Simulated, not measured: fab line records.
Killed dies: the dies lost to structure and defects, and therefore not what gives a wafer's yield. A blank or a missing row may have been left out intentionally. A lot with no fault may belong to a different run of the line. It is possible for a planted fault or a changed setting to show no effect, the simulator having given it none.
Problem report in the 8D (eight disciplines) form, filled by code + flow n5 finfet + the parts of the form that need people (team, actions taken, sign-off) are left out

## 1. WHAT IS WRONG
Wafers without a fault read 1500.1 rpm, standard deviation 0.93; spin speed rpm at N5_BEOL_M1_COAT_68 reads a mean of 1596.3 rpm on 6 wafers belonging to 2 lots. That is +99 or more standard deviations from the usual mean.
The step: time 60 s, resist thk 12 nm.
Seen first at day 8 21:34 on litho track-02, wafer L678.2. Wafers with a number at this step in the record: 33, from 11 lots. By rule, "out" or "out of limits" means more than 4 standard deviations away from the usual mean. Any other wafer with a number is counted as sound.

## 2. WHAT IT IS, WHAT IT ISN'T
| question                    | is                     | is not                                                                                       |
|-----------------------------|------------------------|----------------------------------------------------------------------------------------------|
| which readings at this step | spin speed rpm         | heater power total W                                                                         |
| which lots                  | L678, L679             | L668, L669, L670, L671, L683, L684, L688, L689, L691                                         |
| which wafers of those lots  | all that have a number | -                                                                                            |
| read on which tools         | litho track-02         | litho track-04, litho track-05                                                               |
| when                        | from day 8 21:34       | up to then (12 sound wafers); but 15 sound wafers of L683, L684, L688, L689, L691 came after |

## 3. WHAT RULES OUT EACH SUSPECT
Counting: a tool stays on the suspect list if, at a process step up to the reading, it processed all lots that are out and no sound lot following the first of them.
- litho track-02 at N5_BEOL_M1_COAT_68 (time 60 s, resist thk 12 nm): kept. All lots that are out passed through it, beginning with L678 at day 8 21:34, and no sound lot followed; its final sound lot before that point was L671 at day 7 06:56. Out on those wafers are its own readings of spin speed rpm.
Left after counting: litho track-02 at N5_BEOL_M1_COAT_68.

## 4. THE CAUSE (what the simulator had put in)
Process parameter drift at N5_BEOL_M1_COAT_68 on litho track-02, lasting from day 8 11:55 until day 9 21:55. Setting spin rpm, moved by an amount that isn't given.
After counting, this tool was the only one left.

## 5. THE CHAIN OF EFFECTS, in route order
Each row: a reading where the mean over the struck wafers with a number is more than 3 standard deviations away from the usual. Only readings whose record carries a usual standard deviation are examined. hours: median over the lots of the time between each lot's start at the first step of this table that gives one and its start at this step. sigmas: the change, counted in usual standard deviations.
| hours | step               | reading        | usual      | on struck wafers | change | sigmas      |
|-------|--------------------|----------------|------------|------------------|--------|-------------|
| 0     | N5_BEOL_M1_COAT_68 | spin speed rpm | 1500.1 rpm | 1596.3           | +96.2  | +99 or more |
It contains these process steps:
- N5_BEOL_M1_COAT_68: time 60 s, resist thk 12 nm.
Later measuring or inspecting steps at which every struck wafer that the step has a row for has a number for every such reading, and none has moved that far: N5_BEOL_M4_RC_MEAS_101.

## 6. WHAT WOULD HAVE CAUGHT IT SOONER
First out-of-limits reading in this record: day 8 21:34, which is 10 hours after fault onset at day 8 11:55.
